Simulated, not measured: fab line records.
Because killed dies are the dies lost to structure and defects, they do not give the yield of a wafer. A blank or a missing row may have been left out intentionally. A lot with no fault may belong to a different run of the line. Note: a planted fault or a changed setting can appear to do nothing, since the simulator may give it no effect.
What tool caused it?	flow n5-finfet	12 lots with 36 wafers sampled at 3 steps, on a route of 1938 steps

## WHAT EACH GAUGE READ, for each wafer
N5_PASSIVATION_OVL_MEAS_63.
lot	measured	on	PAD_OVL (nm)
L853	day 11 18:10	overlay-01	3 5 11
L854	day 11 20:43	overlay-01	8 11 7
L855	day 11 22:46	overlay-02	7 11 12
L857	day 13 01:26	overlay-01	-1 1 9
L858	day 13 08:01	overlay-01	-3 -6 -7
L861	day 14 07:26	overlay-01	3 0 -5
L866	day 15 04:09	overlay-01	-2 2 4
L867	day 15 16:04	overlay-02	-7 -5 -6
L869	day 16 08:37	overlay-02	2 8 12
L873	day 17 07:27	overlay-01	12 10 9
L874	day 17 15:05	overlay-02	3 0 2
L875	day 17 13:05	overlay-02	0 -5 -11

## TOOL THAT RAN EACH LOT (tool first, then ch and the chambers of the sampled wafers, then the start)
lot	N5_SDB_STRIP_22	N5_PASSIVATION_PASS_ETCH_74
L853	plasma-asher-02 ch 0, day 3 22:17	rie-diel-01 ch 0,2, day 11 16:56
L854	plasma-asher-01 ch 0,1, day 3 22:43	rie-diel-01 ch 2,3, day 11 17:47
L855	plasma-asher-02 ch 0,1, day 4 06:24	rie-diel-01 ch 1,3, day 11 21:21
L857	plasma-asher-01 ch 0,1, day 4 23:17	rie-diel-01 ch 0,1,2, day 12 23:22
L858	plasma-asher-01 ch 0,1, day 5 03:08	rie-diel-03 ch 0,1,2, day 13 06:19
L861	plasma-asher-02 ch 0,1, day 5 17:25	rie-diel-05 ch 0,1,3, day 14 06:15
L866	plasma-asher-02 ch 0,1, day 7 02:22	rie-diel-05 ch 0,2, day 15 02:58
L867	plasma-asher-02 ch 0,1, day 7 05:01	rie-diel-05 ch 0,1,3, day 15 14:07
L869	plasma-asher-01 ch 0,1, day 7 18:56	rie-diel-05 ch 2,3, day 16 06:43
L873	plasma-asher-01 ch 0,1, day 9 00:51	rie-diel-05 ch 1,2,3, day 17 04:29
L874	plasma-asher-01 ch 0,1, day 9 05:01	rie-diel-03 ch 0,2,3, day 17 13:54
L875	plasma-asher-01 ch 0,1, day 9 10:16	rie-diel-01 ch 0,3, day 17 11:05
- N5_SDB_STRIP_22: strips in N2/H2.
- N5_PASSIVATION_PASS_ETCH_74: etches SiNx in CF4/O2, target depth 220 nm, time 110 s.

## AS READ BY THE TOOLS THEMSELVES (means over the sampled wafers that have a number; for cases with no such wafer, the mark the record gives instead)
N5_SDB_STRIP_22.
lot	tool	drypump-motor-current-A (A)	heater-power-w (W)	oes-product-au (a.u.)	strip-time-to-endpoint-s (s)
L853	plasma-asher-02	6.4	324	0.718	96.3
L854	plasma-asher-01	5.9	360	0.712	96.1
L855	plasma-asher-02	6.4	322	0.716	96.7
L857	plasma-asher-01	5.9	353	0.715	96.1
L858	plasma-asher-01	6.2	346	0.717	96.5
L861	plasma-asher-02	6.5	317	0.716	96.4
L866	plasma-asher-02	6.4	322	0.719	96.1
L867	plasma-asher-02	6.4	321	0.715	96.6
L869	plasma-asher-01	5.9	361	0.715	96.5
L873	plasma-asher-01	5.9	364	0.716	96.6
L874	plasma-asher-01	5.9	358	0.714	96.1
L875	plasma-asher-01	6.2	343	0.715	96.4

N5_PASSIVATION_PASS_ETCH_74.
lot	tool	drypump-motor-current-A (A)	oes-product-au (a.u.)	rf-vpp-V (V)	showerhead-plenum-p-Torr (Torr)	throttle-valve-pct (%)
L853	rie-diel-01	5.7	0.79	241.6	2.17	15.83
L854	rie-diel-01	5.5	0.86	241.9	2.18	15.72
L855	rie-diel-01	5.4	0.90	241.7	2.24	15.76
L857	rie-diel-01	5.7	0.78	242.2	2.19	15.93
L858	rie-diel-03	5.9	0.73	240.4	2.20	15.96
L861	rie-diel-05	5.8	0.82	237.9	2.19	16.26
L866	rie-diel-05	5.5	0.92	237.0	2.19	15.77
L867	rie-diel-05	5.8	0.80	238.6	2.19	16.27
L869	rie-diel-05	5.1	0.80	236.8	2.22	15.85
L873	rie-diel-05	5.5	0.76	238.1	2.21	16.15
L874	rie-diel-03	6.0	0.74	239.4	2.17	15.96
L875	rie-diel-01	5.4	0.76	239.8	2.20	15.97

## THE ANSWER, worked out from the rows above alone
Rule: the lots themselves supply what counts as usual. Put in order of their means at a reading, lots are off if they are a third of the lots or fewer, leave a main group of 4 or more, and stand apart from it by a gap of 3 or more times the standard deviation of the main group's means; of several such gaps the widest counts. The tables above print the reading to a certain number of digits; a main group whose means all agree to those digits is not used. Also off: a lot with no number at a reading for which 4 or more lots have one. The other lots that the step has rows for count as sound. The gauges are gone through in route order, then the tools' own readings, and for those a lot's mean is taken as printed above. The first step at which some lot is off is used, and at that step the reading that is off furthest; a lot without a number counts as furthest.
No lot is off on any of the readings shown, so nothing can be concluded from this.

## WHAT THE SIMULATOR PUT IN
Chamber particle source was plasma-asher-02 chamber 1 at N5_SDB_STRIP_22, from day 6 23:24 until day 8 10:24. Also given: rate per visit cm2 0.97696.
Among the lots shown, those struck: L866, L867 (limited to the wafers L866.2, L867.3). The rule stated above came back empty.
